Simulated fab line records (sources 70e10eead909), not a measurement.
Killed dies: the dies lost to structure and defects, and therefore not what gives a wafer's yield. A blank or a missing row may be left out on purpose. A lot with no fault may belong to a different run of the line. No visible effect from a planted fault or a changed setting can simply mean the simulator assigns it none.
The same fault as seen by 2 desks    flow nand_harc    each desk holds nothing but its own numbers, with what lay behind them at the end

## DESK OF THE TOOL OWNER: litho_track-05
The tool's own readings at NHARC_P_ZERO_WELL_PEB_09 (peb time 80 s): means of the sampled wafers that have a number, for each lot that ran on this tool. If a lot's mean is further than 4 standard deviations from the usual mean, the lot is out of limits and carries the mark OUT (the distance appears in the brackets).
Columns: A = heater_power_total_W at NHARC_P_ZERO_WELL_PEB_09, usual 189.8 W; B = plate_temp_C at NHARC_P_ZERO_WELL_PEB_09, usual 128.01 C
lot   first seen here  A                B
L831  day 5 15:10      175.7 (-18) OUT  121.11 (-46) OUT
L833  day 6 11:14      175.6 (-18) OUT  120.90 (-47) OUT
L839  day 8 23:10      189.1            128.09
L840  day 9 09:10      189.7            128.24
L843  day 10 15:10     190.6            127.90
This desk's verdict: out of limits on L831, L833, starting with L831 at day 5 15:10 (heater_power_total_W at NHARC_P_ZERO_WELL_PEB_09). In limits: L839, L840, L843.

## THE METROLOGY DESK
What the gauges read for every lot (on any tool): the sampled wafers with a number, averaged. If a lot's mean is further than 4 standard deviations from the usual mean, the lot is out of limits and carries the mark OUT (the distance appears in the brackets).
Columns: A = cd_nm at NHARC_P_ZERO_WELL_CD_MEAS_11, usual 499.8 nm
lot   first seen here  A
L824  day 2 17:16      499.5
L825  day 3 03:37      500.6
L831  day 5 15:14      437.0 (-42) OUT
L833  day 6 11:19      437.4 (-42) OUT
L836  day 7 17:11      499.9
L837  day 8 03:14      501.2
L839  day 8 23:15      500.8
L840  day 9 09:14      499.9
L841  day 9 19:14      500.7
L843  day 10 15:14     500.7
L844  day 11 01:15     498.9
This desk's verdict: out of limits on L831, L833, starting with L831 at day 5 15:14 (cd_nm at NHARC_P_ZERO_WELL_CD_MEAS_11). In limits: L824, L825, L836, L837, L839, L840, L841, L843, L844.

## ALL TOGETHER
The tool owner's desk had the chance to raise an alarm at day 5 15:10 on L831, L833.
An alarm was possible from the metrology desk at day 5 15:14, on L831, L833.
Every lot named ran NHARC_P_ZERO_WELL_PEB_09 on litho_track-05.

## WHAT THE SIMULATOR PUT IN
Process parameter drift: litho_track-05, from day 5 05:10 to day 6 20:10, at NHARC_P_ZERO_WELL_PEB_09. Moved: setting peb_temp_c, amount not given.
Struck lots among those shown: L831, L833.
Fault start to first reading out of limits, in hours, per desk: tool owner, 10; metrology, 10.
